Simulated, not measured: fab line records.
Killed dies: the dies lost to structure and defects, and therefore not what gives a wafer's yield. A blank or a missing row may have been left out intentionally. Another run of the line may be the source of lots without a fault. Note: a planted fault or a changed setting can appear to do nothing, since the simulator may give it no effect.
Split-lot study ; flow n5 finfet ; route with 1938 steps; 7 lots, 21 wafers read

ABOUT THE SPLIT
At N5_BEOL_M6_TRENCH_ETCH_37 (etches SiCOH lowk in C4F6/O2, target depth 94.435 nm, time 31.5 s), the setting time s was moved away from the recipe's 31.5 s on 9 of the 21 wafers read, by -16.2% to +20.7%. The other wafers ran this setting at the recipe's value.

FROM THE SPLIT TO THE READING: what the file shows between them, 11 steps
- N5_BEOL_M6_ETCH_41: etches SiCN in CH3F/O2, target depth 29.7 nm, time 52 s
- N5_BEOL_M6_STRIP_80: strips in N2/H2, time 10 s
- N5_BEOL_M6_OCD_MEAS_38
- N5_BEOL_M6_HM_STRIP_39: strips TiN in peroxide tin strip, target depth 25 nm, time 158 s
- N5_BEOL_M6_SRD_40: time 30 s
- N5_BEOL_M6_ECD_50: material Cu, target thk 300 nm
- N5_BEOL_M6_ANNEAL_51: time 90 s
- N5_BEOL_M6_CMP_52: polishes, stops on SiCOH lowk, t overpolish 6.9 s, target thk 80 nm
- N5_BEOL_M6_THK_MEAS_53: measures by xrf
- N5_BEOL_M6_PRE_CLEAN_55: time 15 s
- N5_BEOL_M6_DEP_56: deposits SiCN from 3MS/NH3, target thk 10 nm, time 17.5 s

THE READING
Measured at N5_BEOL_M6_RS_MEAS_57 by four-point probe: M6_RS, in ohm/sq. Fault-free wafers of this fab line usually give 0.283 ohm/sq, standard deviation 0.0087 ohm/sq.

wafer;tool, chamber at the split;time s as run, s;against the recipe;M6_RS, ohm/sq;against lot-mates on the recipe
L075.1;rie diel-03, 3;31.5;recipe;0.280;-
L075.2;rie diel-03, 0;31.5;recipe;0.285;-
L075.4;rie diel-03, 1;31.5;recipe;0.280;-
L081.1;rie diel-01, 2;31.5;recipe;0.274;-
L081.3;rie diel-01, 1;29.61;-6.0%;0.296;+0.022
L081.6;rie diel-01, 0;29.61;-6.0%;0.309;+0.035
L083.2;rie diel-03, 3;34.03;+8.0%;0.251;-0.033
L083.5;rie diel-03, 3;34.03;+8.0%;0.254;-0.030
L083.6;rie diel-03, 2;31.5;recipe;0.284;-
L084.1;rie diel-03, 2;31.5;recipe;0.286;-
L084.2;rie diel-03, 1;26.41;-16.2%;0.363;+0.077
L084.4;rie diel-03, 3;26.41;-16.2%;0.376;+0.090
L085.4;rie diel-06, 0;31.5;recipe;0.269;-
L085.5;rie diel-06, 1;31.5;recipe;0.279;-
L085.6;rie diel-06, 2;31.5;recipe;0.274;-
L089.3;rie diel-01, 3;31.5;recipe;0.265;-
L089.4;rie diel-01, 1;38.01;+20.7%;0.217;-0.060
L089.5;rie diel-01, 0;31.5;recipe;0.289;-
L091.1;rie diel-01, 0;36.24;+15.0%;0.234;-0.040
L091.3;rie diel-01, 2;36.24;+15.0%;0.232;-0.042
L091.5;rie diel-01, 3;31.5;recipe;0.274;-

FIT RESULTS
A straight line over all 21 wafers: M6_RS changes by -0.004 ohm/sq for each +1% of time s; r = -0.95; the points scatter about the line by 0.011 ohm/sq.
The same after taking each lot's own level away (the mean of its wafers on the recipe; 21 wafers): -0.00383 ohm/sq for each +1%; r = -0.96; scatter 0.01 ohm/sq.
According to that fit, moving time s by its largest amount changes the reading by 0.079 ohm/sq.
Measured against the standard deviation above, the lots' own levels, which go from 0.2740 to 0.2860 ohm/sq, span 1.4 times it.
So the lot-to-lot level changes the slope little: the two slopes agree.
Check: with one of the wafers moved furthest among these (+20.7%) left out of the fit, the line predicts -0.0798 ohm/sq for it against its lot-mates. Against them it came out at -0.06 ohm/sq.

THE WHOLE CHAIN: every reading that the file lists as answering this split, in the file's order
step;what it does;reading;change (the file's fit);r (the file's)
N5_BEOL_M6_TRENCH_ETCH_37;etches SiCOH lowk in C4F6/O2, target depth 94.435 nm, time 31.5 s;BEOL_M6.feature depth nm (the simulator's own value, which no gauge read);+0.941 nm for each +1% of the setting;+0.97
N5_BEOL_M6_TRENCH_ETCH_37;etches SiCOH lowk in C4F6/O2, target depth 94.435 nm, time 31.5 s;etch.depth nm (the simulator's own value, which no gauge read);+0.942 nm for each +1% of the setting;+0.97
N5_BEOL_M6_OCD_MEAS_38;;trench depth nm;+0.946 nm for each +1% of the setting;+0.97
N5_BEOL_M6_CMP_52;polishes, stops on SiCOH lowk, t overpolish 6.9 s, target thk 80 nm;Cu_of_BEOL_M6_ECD_50.thk nm (the simulator's own value, which no gauge read);+0.935 nm for each +1% of the setting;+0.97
N5_BEOL_M6_THK_MEAS_53;measures by xrf;M6_THK;+0.907 for each +1% of the setting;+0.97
N5_BEOL_M6_RS_MEAS_57;measures by four-point-probe;M6_RS;-0.00358 for each +1% of the setting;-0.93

THE FILE'S OWN FIT
M6_RS changes by -0.00358 ohm/sq for each +1% of time s, r = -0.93.
